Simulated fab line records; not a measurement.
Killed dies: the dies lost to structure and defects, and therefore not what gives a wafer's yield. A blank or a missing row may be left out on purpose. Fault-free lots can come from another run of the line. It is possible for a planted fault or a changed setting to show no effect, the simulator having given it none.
Chamber matching -- flow n5_finfet -- N5_MOL_CONTACT_COAG_CMP_52 on cmp-03 has 4 sister chambers
The step polishes, stops on SiO2, t overpolish 1.5 s, target thk 66.5 nm. 8 wafers are shown with their chamber, then 7 later ones without.

WAFERS, EACH WITH ITS CHAMBER
wafer,chamber,motor_current_A (A),time_to_endpoint_s (s)
L078.3,2,12.5,12.5
L078.6,0,11.3,12.2
L079.1,0,10.2,10.8
L081.1,1,13.5,10.8
L081.2,3,12.3,14.0
L081.3,2,13.3,14.5
L082.1,3,12.8,14.6
L082.2,1,12.8,12.9

WAFERS WITH NO CHAMBER GIVEN
wafer,motor_current_A (A),time_to_endpoint_s (s)
L082.6,13.8,12.3
L089.1,11.0,13.9
L089.5,13.0,11.0
L089.6,13.8,10.4
L096.1,12.3,16.1
L096.2,12.8,16.1
L096.3,13.6,12.6

WHICH CHAMBER EACH ONE RAN IN
wafer,from the rows above,in truth
L082.6,can't be placed: 1 or 2 or 3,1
L089.1,can't be placed: 0 or 3 or 2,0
L089.5,can't be placed: 1 or 2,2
L089.6,can't be placed: 1 or 2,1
L096.1,can't be placed: 3 or 2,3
L096.2,can't be placed: 3 or 2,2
L096.3,can't be placed: 1 or 2 or 3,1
0 of 7 placed correctly. From these rows, 7 cannot be placed; in 7 the true chamber is one of the candidates. Number placed wrongly: 0.
How it was worked out, from the rows above alone: a wafer's distance from a chamber is the root of the sum, over the readings, of the square of ((its reading less the chamber's mean) divided by the reading's scatter). If the next closest chamber is less than 2 further off than the closest, the wafer can't be placed; otherwise it belongs to the closest. A chamber's mean is the mean of its shown wafers. The scatter is the square root of a quotient: the sum, over the shown wafers, of each reading's squared deviation from its chamber's mean, divided by wafers minus chambers.
